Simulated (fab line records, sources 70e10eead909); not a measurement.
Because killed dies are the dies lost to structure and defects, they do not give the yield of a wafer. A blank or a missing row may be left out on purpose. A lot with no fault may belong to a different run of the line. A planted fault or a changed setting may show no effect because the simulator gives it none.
fab line records ; flow nand_harc
record: lots: 6; wafers: 16; last_day: 33
route steps=1302 shown A_DECK1_JOINT@537 A_ONON_D2@545 END@1302
lots that met no fault: taken from a fault-free run of the same line
start_h: start of the lot's first displayed wafer, in hours after the record's first day ; wait_h: hours elapsed since this lot's preceding step ; " unchanged from the row above ; L1.1+2: a single row standing in for several wafers ; - no value present, or no start provided ; * or withheld: withheld ; < > ~ a bound
route shown NAME@n: a module of which the file shows steps, and the number in the route of the first ; usual: mean/standard deviation taken from wafers without a fault ; same: alike in all rows ; chamber/n: place in a boat ; sites: per-site readings ; _std_site: the standard deviation of these ; _edge_site: mean of outer sites minus mean of inner sites ; radius_mm: for every site, how far away it sits from the centre of the wafer ; mask NAME#n: copy n ; behind: tool/chamber where the wafer was last shaped ; hold: reason for holding the lot/hours on hold/outcome of the hold ; device: the n, p or np transistor that did not switch ; end of line: at the end of the route, the tests of the same wafers ; a step with no rows: only its recipe ; killed: dies that structure and defects cost at the first sort, which is not the same as the wafer's yield ; map: the dies of a wafer, with x for killed, . for not killed, _ for no die there
set.NAME: setting as actually run; set.NAME@STEP: the setting as run at that earlier step ; model.NAME: the simulator's own value behind a step, which no gauge read
lots seen at some steps along the route; tables by step, rows by wafer
services: when a tool's chamber went out of use (start_h, in hours from the record's first day, below 0 if earlier), for how many hours, and the reason
== steps ==
step: NHARC_A_DECK1_JOINT_ANNEAL_28
recipe: temp_c: 500; time_s: 1800; idle_temp_c: 400; ramp_up_c_per_min: 10; densification_p_h2o_torr: 640
step: NHARC_A_DECK1_JOINT_ANNEAL_29
recipe: temp_c: 750; time_s: 1800; idle_temp_c: 500; ramp_up_c_per_min: 10; ramp_down_c_per_min: 3
step: NHARC_A_DECK1_JOINT_CMP_02
recipe: material: SiOx
usual: motor_current_A: 12.3/1
lot.wafer;tool;chamber;start_h;wait_h;motor_current_A
L971.1;cmp-03;2;284.10;0.4;12.3
L971.2;cmp-03;0;284.10;0.4;11.5
L971.5;cmp-03;2;284.10;0.4;12.1
L976.3;cmp-02;1;341.70;0.4;13.1
L976.2;cmp-02;3;341.70;0.4;11.1
L976.5;cmp-02;1;341.70;0.4;12.7
L983.2;cmp-02;3;420.81;0.4;11.9
L983.4;cmp-02;0;420.81;0.4;14.1
L987.4;cmp-02;0;446.46;0.4;14.0
L987.6;cmp-02;0;446.46;0.4;13.2
L989.1;cmp-01;0;466.76;0.4;11.6
L989.2;cmp-01;3;466.76;0.4;11.7
L989.5;cmp-01;1;466.76;0.4;12.0
L990.1;cmp-03;1;504.28;0.4;11.2
L990.2;cmp-03;3;504.28;0.4;12.5
L990.4;cmp-03;0;504.28;0.4;12.0
step: NHARC_A_DECK1_JOINT_SRD_15
step: NHARC_A_DECK1_JOINT_DEP_16
recipe: target_thk_a: 450; temp_c: 400; pressure_torr: 6.5; rf_w: 900; teos_flow_sccm: 161.4; flow_sccm: 2650; target_thk_nm: 45; gas: O2; material: SiO2
usual: heater_power_w: 607/77; throttle_valve_pct: 16.1/0.46
lot.wafer;tool;chamber;start_h;wait_h;heater_power_w;throttle_valve_pct
L971.2;pecvd-02;2;284.51;0.1;615;16.0
L971.1;pecvd-02;0;284.51;0.1;637;15.8
L971.5;pecvd-02;0;284.51;0.1;640;15.5
L976.3;pecvd-03;1;342.11;0.1;550;16.4
L976.2;pecvd-03;2;342.11;0.1;551;14.8
L976.5;pecvd-03;2;342.11;0.1;546;15.3
L983.2;pecvd-03;1;421.20;0.1;538;16.0
L983.4;pecvd-03;2;421.20;0.1;494;15.2
L987.4;pecvd-04;2;446.94;0.2;676;15.8
L987.6;pecvd-04;0;446.94;0.2;635;16.4
L989.2;pecvd-03;2;467.18;0.1;603;15.2
L989.1;pecvd-03;1;467.18;0.1;623;16.4
L989.5;pecvd-03;1;467.18;0.1;617;16.0
L990.2;pecvd-04;1;504.74;0.1;760;16.4
L990.1;pecvd-04;2;504.74;0.1;555;15.5
L990.4;pecvd-04;2;504.74;0.1;549;15.4
step: NHARC_A_DECK1_JOINT_THK_MEAS_17
recipe: thk_meas_gauge: ellipsometry
usual: thk_nm: 44.7/1.2
lot.wafer;tool;chamber;start_h;wait_h;thk_nm
L971.1;film_metro-02;-;284.76;0.2;44.6
L971.2;film_metro-02;-;284.76;0.2;47.2
L971.5;film_metro-02;-;284.76;0.2;45.6
L976.2;film_metro-02;-;342.36;0.2;44.8
L976.3;film_metro-02;-;342.36;0.2;44.6
L976.5;film_metro-02;-;342.36;0.2;46.2
L983.2;film_metro-02;-;421.49;0.3;44.4
L983.4;film_metro-02;-;421.49;0.3;43.0
L987.4;film_metro-02;-;447.11;0.1;45.1
L987.6;film_metro-02;-;447.11;0.1;46.6
L989.1;film_metro-02;-;467.45;0.2;44.0
L989.2;film_metro-02;-;467.45;0.2;44.4
L989.5;film_metro-02;-;467.45;0.2;44.8
L990.1;film_metro-01;-;504.99;0.2;43.5
L990.2;film_metro-01;-;504.99;0.2;44.9
L990.4;film_metro-01;-;504.99;0.2;45.8
step: NHARC_A_DECK1_JOINT_INSPECT_05
usual: raw_defect_count: 339/130
lot.wafer;tool;chamber;start_h;wait_h;raw_defect_count
L971.1;defect_inspect-02;-;284.80;0.0;488
L971.2;defect_inspect-02;-;284.80;0.0;309
L971.5;defect_inspect-02;-;284.80;0.0;550
L976.2;defect_inspect-01;-;342.40;0.0;713
L976.3;defect_inspect-01;-;342.40;0.0;589
L976.5;defect_inspect-01;-;342.40;0.0;682
L983.2;defect_inspect-01;-;421.52;0.0;209
L983.4;defect_inspect-01;-;421.52;0.0;229
L987.4;defect_inspect-01;-;447.14;0.0;237
L987.6;defect_inspect-01;-;447.14;0.0;305
L989.1;defect_inspect-01;-;467.49;0.0;356
L989.2;defect_inspect-01;-;467.49;0.0;417
L989.5;defect_inspect-01;-;467.49;0.0;326
L990.1;defect_inspect-01;-;505.03;0.0;239
L990.2;defect_inspect-01;-;505.03;0.0;342
L990.4;defect_inspect-01;-;505.03;0.0;235
step: NHARC_A_ONON_D2_DEP_00
recipe: target_thk_a: 10000; n2_flow_sccm: 2750; n2o_flow_sccm: 2000; nh3_flow_sccm: 500; sih4_flow_sccm: 210; temp_c: 400
step: NHARC_A_ONON_D2_THK_MEAS_02
recipe: thk_meas_gauge: ellipsometry
usual: thk_nm: 1003/7.7
lot.wafer;tool;chamber;start_h;wait_h;thk_nm
L971.1;film_metro-01;-;285.38;-;998
L971.2;film_metro-01;-;285.38;-;1000
L971.5;film_metro-01;-;285.38;-;1000
L976.2;film_metro-02;-;342.97;-;989
L976.3;film_metro-02;-;342.97;-;989
L976.5;film_metro-02;-;342.97;-;991
L983.2;film_metro-02;-;422.25;-;1002
L983.4;film_metro-02;-;422.25;-;1004
L987.4;film_metro-02;-;447.72;-;999
L987.6;film_metro-02;-;447.72;-;1000
L989.1;film_metro-02;-;468.06;-;1002
L989.2;film_metro-02;-;468.06;-;1002
L989.5;film_metro-02;-;468.06;-;1001
L990.1;film_metro-02;-;505.60;-;1011
L990.2;film_metro-02;-;505.60;-;1012
L990.4;film_metro-02;-;505.60;-;1012
step: NHARC_A_ONON_D2_DEP_03
recipe: target_thk_a: 10000; n2_flow_sccm: 2750; n2o_flow_sccm: 2000; nh3_flow_sccm: 500; sih4_flow_sccm: 210; temp_c: 400
step: NHARC_A_ONON_D2_THK_MEAS_05
recipe: thk_meas_gauge: ellipsometry
usual: thk_nm: 1003/8
lot.wafer;tool;chamber;start_h;wait_h;thk_nm
L971.1;film_metro-01;-;285.94;-;1004
L971.2;film_metro-01;-;285.94;-;1004
L971.5;film_metro-01;-;285.94;-;1006
L976.2;film_metro-02;-;343.54;-;993
L976.3;film_metro-02;-;343.54;-;995
L976.5;film_metro-02;-;343.54;-;994
L983.2;film_metro-02;-;422.82;-;1004
L983.4;film_metro-02;-;422.82;-;1006
L987.4;film_metro-02;-;448.29;-;1000
L987.6;film_metro-02;-;448.29;-;1001
L989.1;film_metro-02;-;468.62;-;1013
L989.2;film_metro-02;-;468.62;-;1013
L989.5;film_metro-02;-;468.62;-;1013
L990.1;film_metro-01;-;506.16;-;1012
L990.2;film_metro-01;-;506.16;-;1014
L990.4;film_metro-01;-;506.16;-;1014
step: NHARC_A_ONON_D2_DEP_06
recipe: target_thk_a: 10000; n2_flow_sccm: 2750; n2o_flow_sccm: 2000; nh3_flow_sccm: 500; sih4_flow_sccm: 210; temp_c: 400
lot.wafer;tool;chamber;start_h;wait_h
L971.1+2+5;pecvd_onon-01;0;285.99;0.1
L976.2+3+5;pecvd_onon-02;0;343.65;0.1
L983.2+4;pecvd_onon-01;0;422.94;0.1
L987.4+6;pecvd_onon-01;0;448.52;0.2
L989.1+2+5;pecvd_onon-03;0;468.68;0.1
L990.1+2+4;pecvd_onon-03;0;506.22;0.1
step: NHARC_A_ONON_D2_THK_MEAS_08
recipe: thk_meas_gauge: ellipsometry
usual: thk_nm: 1000/8.9
lot.wafer;tool;chamber;start_h;wait_h;thk_nm
L971.1;film_metro-02;-;286.50;-;1006
L971.2;film_metro-02;-;286.50;-;1005
L971.5;film_metro-02;-;286.50;-;1005
L976.2;film_metro-02;-;344.10;-;1006
L976.3;film_metro-02;-;344.10;-;1005
L976.5;film_metro-02;-;344.10;-;1006
L983.2;film_metro-02;-;423.40;-;1335
L983.4;film_metro-02;-;423.40;-;1335
L987.4;film_metro-02;-;448.89;-;1326
L987.6;film_metro-02;-;448.89;-;992
L989.1;film_metro-02;-;469.19;-;993
L989.2;film_metro-02;-;469.19;-;993
L989.5;film_metro-02;-;469.19;-;992
L990.1;film_metro-01;-;506.72;-;1007
L990.2;film_metro-01;-;506.72;-;1005
L990.4;film_metro-01;-;506.72;-;1007
step: NHARC_A_ONON_D2_DEP_09
recipe: target_thk_a: 10000; n2_flow_sccm: 2750; n2o_flow_sccm: 2000; nh3_flow_sccm: 500; sih4_flow_sccm: 210; temp_c: 400
step: NHARC_END_SORT_01
recipe: temp_c: 25
usual: killed_at_array: 54/21; killed_at_other: 0.9/1.1; killed_at_periphery: 3.5/2.5; killed_dies: 58/21; killed_open: 3.3/1.9; killed_short: 2.6/1.8
same: gross_dies: 677
lot.wafer;tool;chamber;start_h;wait_h;killed_at_array;killed_at_other;killed_at_periphery;killed_dies;killed_open;killed_short
L971.1;prober-01;0;576.10;2.5;51;1;6;58;1;3
L971.2;prober-01;0;576.89;2.8;51;0;6;57;5;3
L971.5;prober-01;0;579.27;3.7;60;0;2;62;5;3
L976.2;prober-02;0;632.10;2.8;48;0;2;50;3;5
L976.3;prober-02;0;632.89;3.1;39;2;3;44;3;2
L976.5;prober-02;0;634.48;3.7;34;0;2;36;1;2
L983.2;prober-02;0;706.27;2.8;672;3;2;677;3;0
L983.4;prober-02;0;707.85;3.4;676;0;1;677;5;2
L987.4;prober-02;0;734.56;3.4;673;1;3;677;2;8
L987.6;prober-02;0;736.15;4.0;60;0;1;61;5;2
L989.1;prober-02;0;747.94;2.5;68;0;2;70;2;0
L989.2;prober-02;0;748.74;2.8;90;0;1;91;5;2
L989.5;prober-02;0;751.13;3.7;80;1;4;85;11;2
killed by level:class
L971.1 A_CHANNEL_HOLE_D1:chamber_film_flake=38 A_CHANNEL_HOLE_D2:chamber_film_flake=6 P_STI:chamber_film_flake=4 A_CONTACT:chamber_film_flake=2 P_CONTACT:geometric_particle:short=1 A_CHANNEL_FILL_D1:geometric_particle:open=1 A_CHANNEL_FILL_D1:geometric_particle:short=1 A_SGD_CUT:geometric_particle:short=1
L971.2 A_CHANNEL_HOLE_D1:chamber_film_flake=31 P_STI:chamber_film_flake=5 A_CHANNEL_HOLE_D2:chamber_film_flake=4 A_STAIRCASE:chamber_film_flake=4 A_CONTACT:chamber_film_flake=3 A_CHANNEL_FILL_D2:geometric_particle:open=2 A_DECK1_JOINT:chamber_film_flake=2 P_BONDPAD:geometric_particle:short=1
L971.5 A_CHANNEL_HOLE_D1:chamber_film_flake=30 A_CHANNEL_HOLE_D2:chamber_film_flake=10 A_CONTACT:chamber_film_flake=5 A_CHANNEL_FILL_D2:chamber_film_flake=3 A_STAIRCASE:chamber_film_flake=3 P_CONTACT:geometric_particle:open=2 A_DECK1_JOINT:geometric_particle:open=2 A_DECK1_JOINT:chamber_film_flake=2
L976.2 A_SLIT:chamber_film_flake=28 A_CHANNEL_HOLE_D2:chamber_film_flake=5 A_SOURCE_PLATE:geometric_particle:short=3 A_ONON_D2:geometric_particle:open=2 P_M1:chamber_film_flake=2 A_STAIRCASE:chamber_film_flake=2 A_M1:chamber_film_flake=2 A_ONON_D2:geometric_particle:short=1
L976.3 A_SLIT:chamber_film_flake=21 A_CHANNEL_HOLE_D2:chamber_film_flake=9 A_CHANNEL_HOLE_D1:chamber_film_flake=2 P_ZERO_WELL:chamber_film_flake=2 THIN_TSV:chamber_film_flake=2 A_CHANNEL_FILL_D1:geometric_particle:open=1 A_CHANNEL_FILL_D1:geometric_particle:short=1 A_SGD_CUT:geometric_particle:short=1
L976.5 A_SLIT:chamber_film_flake=15 A_CHANNEL_HOLE_D2:chamber_film_flake=8 A_CHANNEL_HOLE_D1:chamber_film_flake=2 A_STAIRCASE:chamber_film_flake=2 A_CONTACT:chamber_film_flake=2 A_M1:chamber_film_flake=2 P_CONTACT:geometric_particle:short=1 A_CHANNEL_FILL_D1:geometric_particle:short=1
L983.2 A_ONON_D2:area_dep=627 A_CHANNEL_HOLE_D1:chamber_film_flake=33 A_CONTACT:chamber_film_flake=4 THIN_TSV:chamber_film_flake=3 A_WL_FILL:geometric_particle:open=2 A_DECK1_JOINT:chamber_film_flake=2 A_STAIRCASE:chamber_film_flake=2 A_M0:geometric_particle:open=1
L983.4 A_ONON_D2:area_dep=633 A_CHANNEL_HOLE_D1:chamber_film_flake=28 A_SLIT:chamber_film_flake=4 A_ONON_D2:geometric_particle:open=2 A_CHANNEL_FILL_D2:chamber_film_flake=2 P_M0:geometric_particle:open=1 A_CONTACT:geometric_particle:open=1 A_M0:geometric_particle:open=1
L987.4 A_ONON_D2:area_dep=624 A_SLIT:chamber_film_flake=17 A_CONTACT:chamber_film_flake=11 A_CHANNEL_HOLE_D1:chamber_film_flake=8 A_WL_FILL:geometric_particle:short=3 A_CHANNEL_FILL_D2:geometric_particle:short=2 P_BONDPAD:chamber_film_flake=2 A_SGD_CUT:chamber_film_flake=2
L987.6 A_SLIT:chamber_film_flake=33 A_CONTACT:chamber_film_flake=10 A_CHANNEL_HOLE_D1:chamber_film_flake=7 P_BONDPAD:chamber_film_flake=1 A_SOURCE_PLATE:geometric_particle:open=1 A_CHANNEL_HOLE_D1:geometric_particle:open=1 A_CHANNEL_HOLE_D1:geometric_particle:short=1 A_CHANNEL_FILL_D1:geometric_particle:short=1
L989.1 A_CHANNEL_HOLE_D1:chamber_film_flake=35 A_SLIT:chamber_film_flake=18 A_CHANNEL_HOLE_D2:chamber_film_flake=7 A_CONTACT:chamber_film_flake=3 A_CHANNEL_FILL_D1:chamber_film_flake=2 A_DECK1_JOINT:chamber_film_flake=2 P_M0:geometric_particle:open=1 A_ONON_D1:geometric_particle:open=1
L989.2 A_CHANNEL_HOLE_D1:chamber_film_flake=39 A_SLIT:chamber_film_flake=22 A_CHANNEL_HOLE_D2:chamber_film_flake=19 A_WL_FILL:chamber_film_flake=3 P_M2:geometric_particle:open=1 A_ONON_D1:geometric_particle:short=1 A_CHANNEL_FILL_D1:geometric_particle:short=1 A_CHANNEL_FILL_D2:geometric_particle:open=1
L989.5 A_CHANNEL_HOLE_D1:chamber_film_flake=29 A_SLIT:chamber_film_flake=18 A_CHANNEL_HOLE_D2:chamber_film_flake=16 A_M0:geometric_particle:open=5 A_CONTACT:chamber_film_flake=3 P_CONTACT:geometric_particle:open=2 A_DECK1_JOINT:chamber_film_flake=2 A_WL_FILL:chamber_film_flake=2
map L983.2 (x killed, . not)
____________x____________
_________xxxxxxx_________
_______xxxxxxxxxxx_______
______xxxxxxxxxxxxx______
_____xxxxxxxxxxxxxxx_____
____xxxxxxxxxxxxxxxxx____
____xxxxxxxxxxxxxxxxx____
___xxxxxxxxxxxxxxxxxxx___
___xxxxxxxxxxxxxxxxxxx___
__xxxxxxxxxxxxxxxxxxxxx__
__xxxxxxxxxxxxxxxxxxxxx__
_xxxxxxxxxxxxxxxxxxxxxxx_
_xxxxxxxxxxxxxxxxxxxxxxx_
_xxxxxxxxxxxxxxxxxxxxxxx_
_xxxxxxxxxxxxxxxxxxxxxxx_
_xxxxxxxxxxxxxxxxxxxxxxx_
xxxxxxxxxxxxxxxxxxxxxxxxx
xxxxxxxxxxxxxxxxxxxxxxxxx
xxxxxxxxxxxxxxxxxxxxxxxxx
xxxxxxxxxxxxxxxxxxxxxxxxx
xxxxxxxxxxxxxxxxxxxxxxxxx
_xxxxxxxxxxxxxxxxxxxxxxx_
_xxxxxxxxxxxxxxxxxxxxxxx_
_xxxxxxxxxxxxxxxxxxxxxxx_
_xxxxxxxxxxxxxxxxxxxxxxx_
_xxxxxxxxxxxxxxxxxxxxxxx_
__xxxxxxxxxxxxxxxxxxxxx__
__xxxxxxxxxxxxxxxxxxxxx__
___xxxxxxxxxxxxxxxxxxx___
___xxxxxxxxxxxxxxxxxxx___
____xxxxxxxxxxxxxxxxx____
____xxxxxxxxxxxxxxxxx____
_____xxxxxxxxxxxxxxx_____
______xxxxxxxxxxxxx______
_______xxxxxxxxxxx_______
_________xxxxxxx_________
____________x____________
map L987.4 (x killed, . not)
____________x____________
_________xxxxxxx_________
_______xxxxxxxxxxx_______
______xxxxxxxxxxxxx______
_____xxxxxxxxxxxxxxx_____
____xxxxxxxxxxxxxxxxx____
____xxxxxxxxxxxxxxxxx____
___xxxxxxxxxxxxxxxxxxx___
___xxxxxxxxxxxxxxxxxxx___
__xxxxxxxxxxxxxxxxxxxxx__
__xxxxxxxxxxxxxxxxxxxxx__
_xxxxxxxxxxxxxxxxxxxxxxx_
_xxxxxxxxxxxxxxxxxxxxxxx_
_xxxxxxxxxxxxxxxxxxxxxxx_
_xxxxxxxxxxxxxxxxxxxxxxx_
_xxxxxxxxxxxxxxxxxxxxxxx_
xxxxxxxxxxxxxxxxxxxxxxxxx
xxxxxxxxxxxxxxxxxxxxxxxxx
xxxxxxxxxxxxxxxxxxxxxxxxx
xxxxxxxxxxxxxxxxxxxxxxxxx
xxxxxxxxxxxxxxxxxxxxxxxxx
_xxxxxxxxxxxxxxxxxxxxxxx_
_xxxxxxxxxxxxxxxxxxxxxxx_
_xxxxxxxxxxxxxxxxxxxxxxx_
_xxxxxxxxxxxxxxxxxxxxxxx_
_xxxxxxxxxxxxxxxxxxxxxxx_
__xxxxxxxxxxxxxxxxxxxxx__
__xxxxxxxxxxxxxxxxxxxxx__
___xxxxxxxxxxxxxxxxxxx___
___xxxxxxxxxxxxxxxxxxx___
____xxxxxxxxxxxxxxxxx____
____xxxxxxxxxxxxxxxxx____
_____xxxxxxxxxxxxxxx_____
______xxxxxxxxxxxxx______
_______xxxxxxxxxxx_______
_________xxxxxxx_________
____________x____________
== services ==
tool;chamber;start_h;hours;kind
cmp-03;-;260.20;4.0;pm
pecvd-03;1;265.18;16.2;repair
pecvd_onon-01;-;269.02;13.0;pm
pecvd-04;-;269.39;13.0;pm
cmp-03;-;286.58;0.6;repair
cmp-03;-;305.84;1.0;repair
pecvd-03;2;310.97;12.1;repair
cmp-02;-;314.84;2.2;repair
cmp-02;-;328.39;2.6;repair
pecvd-03;0;337.91;2.1;repair
cmp-03;-;358.20;4.0;pm
pecvd-03;-;366.24;13.0;pm
pecvd-04;2;385.57;4.8;repair
pecvd_onon-03;-;408.00;13.0;pm
cmp-02;-;424.06;0.3;repair
cmp-02;-;428.94;4.0;pm
cmp-03;-;435.26;1.6;repair
pecvd_onon-01;-;450.02;13.0;pm
pecvd-04;-;450.39;13.0;pm
cmp-02;-;450.74;0.7;repair
cmp-02;-;453.04;1.2;repair
cmp-03;-;456.20;4.0;pm
pecvd-04;-;463.51;1.0;repair
cmp-02;-;466.54;4.7;repair
== key ==
first_sign: step: NHARC_A_ONON_D2_THK_MEAS_08; reading: thk_nm; direction: up; sigmas: 37; usual: 1000; struck: 1332
effect: step: NHARC_END_SORT_01; reading: killed_at_array; direction: up; sigmas: 29; usual: 54; struck: 674
more_kills_born_at: NHARC_A_ONON_D2_DEP_06@pecvd_onon-01: 1884
met_at NHARC_A_ONON_D2_DEP_06
struck_wafers L983.2,L983.4,L987.4
later_rows_left_out L983.2,L983.4,L987.4
tester_left_out L983,L987
onset_between 285.99 422.94
fault: kind: process_parameter_drift; tool: pecvd_onon-01; chamber: -; onset_h: 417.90; steps: NHARC_A_ONON_D2_DEP_06; channel: target_thk_a; offset: *; shape: step; end_h: 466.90; scope: struck_wafers_only; acts_in: *; stated: *
tester_left_out: of these lots the tester's yield and bins aren't shown, on N5 and GAA mostly nor the transistor test; their killed dies are dies lost to structure and defects alone, not to doping, threshold or leakage, so they don't give the yield
later_rows_left_out: the simulator's readings of these wafers behind a module that went badly wrong aren't trusted and aren't shown, but for the sort
